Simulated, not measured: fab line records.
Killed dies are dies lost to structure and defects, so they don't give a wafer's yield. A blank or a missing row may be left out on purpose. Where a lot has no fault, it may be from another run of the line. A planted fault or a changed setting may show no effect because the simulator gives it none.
A single fault, viewed from 2 desks / flow nand-harc / every desk sees just its own numbers, and what lay behind them comes last

## THE TOOL OWNER'S DESK: rie-diel-03
The tool's own readings at NHARC_A_BONDPAD_ETCH_12 (etches the open film in CHF3/O2, target depth 220 nm, time 110 s): means of the sampled wafers that have a number, for each lot that ran on this tool. The brackets show how far a lot's mean lies from the usual mean; more than 4 standard deviations puts the lot out of limits, marked OUT.
Columns: A = drypump-motor-current-A at NHARC_A_BONDPAD_ETCH_12, usual 5.6 A; B = oes-product-au at NHARC_A_BONDPAD_ETCH_12, usual 0.954 a.u.; C = rf-fwd-power-W at NHARC_A_BONDPAD_ETCH_12, usual 497.2 W; D = rf-vpp-V at NHARC_A_BONDPAD_ETCH_12, usual 370.5 V; E = showerhead-plenum-p-Torr at NHARC_A_BONDPAD_ETCH_12, usual 2.40 Torr; F = throttle-valve-pct at NHARC_A_BONDPAD_ETCH_12, usual 20.571 %
lot=L506; first seen here=day 18 08:07; A=5.7; B=0.972; C=497.6; D=372.0; E=2.44; F=20.574
lot=L510; first seen here=day 19 22:44; A=5.7; B=0.968; C=498.2; D=372.1; E=2.47; F=20.573
lot=L514; first seen here=day 20 03:42; A=5.6; B=0.970; C=497.3; D=370.2; E=2.39; F=20.581
lot=L515; first seen here=day 20 07:22; A=5.7; B=0.968; C=499.3; D=371.5; E=2.41; F=20.570
lot=L513; first seen here=day 20 08:47; A=5.6; B=0.936; C=497.1; D=371.4; E=2.39; F=20.579
lot=L517; first seen here=day 21 05:05; A=5.5; B=0.734 (-9.6) OUT; C=295.7 (-99 or more) OUT; D=370.4; E=2.40; F=20.570
lot=L520; first seen here=day 21 05:13; A=5.6; B=0.708 (-11) OUT; C=298.6 (-99 or more) OUT; D=370.3; E=2.39; F=20.570
lot=L521; first seen here=day 22 05:11; A=5.6; B=0.707 (-11) OUT; C=297.9 (-99 or more) OUT; D=368.6; E=2.36; F=20.570
This desk's finding: out of limits on L517, L520, L521; first on L517, day 21 05:05 (oes-product-au at NHARC_A_BONDPAD_ETCH_12). In limits: L506, L510, L514, L515, L513.

## THE DEFECT DESK
What the inspections along the route counted, lot by lot: means of the sampled wafers that have a number. The brackets show how far a lot's mean lies from the usual mean; more than 4 standard deviations puts the lot out of limits, marked OUT.
Columns: A = raw-defect-count at NHARC_A_M1_INSPECT_27, usual 478
lot=L506; first seen here=day 18 05:46; A=472
lot=L507; first seen here=day 18 09:15; A=338
lot=L510; first seen here=day 19 20:32; A=396
lot=L512; first seen here=day 20 00:34; A=468
lot=L514; first seen here=day 20 01:30; A=607
lot=L515; first seen here=day 20 05:02; A=367
lot=L513; first seen here=day 20 06:22; A=447
lot=L517; first seen here=day 21 02:43; A=739
lot=L520; first seen here=day 21 02:51; A=517
lot=L521; first seen here=day 22 02:44; A=492
lot=L524; first seen here=day 23 04:40; A=681
lot=L528; first seen here=day 25 11:01; A=428
Finding of this desk: none of the 12 lots has anything out of limits.

## BROUGHT TOGETHER
An alarm could have come from the tool owner's desk at day 21 05:05, on L517, L520, L521.
Nothing the defect desk looked at was out of limits.
The defect desk has L517, L520, L521 on record, within its limits.
Every lot named ran NHARC_A_BONDPAD_ETCH_12 on rie-diel-03.

## WHAT THE SIMULATOR HAD INSERTED
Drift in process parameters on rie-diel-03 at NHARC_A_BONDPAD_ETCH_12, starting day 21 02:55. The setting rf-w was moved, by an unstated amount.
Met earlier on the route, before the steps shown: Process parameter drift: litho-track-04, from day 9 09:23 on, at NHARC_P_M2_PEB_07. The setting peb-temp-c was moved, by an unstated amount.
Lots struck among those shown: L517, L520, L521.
Delay in hours, fault start to first out-of-limits reading, by desk: the tool owner's desk at 2.
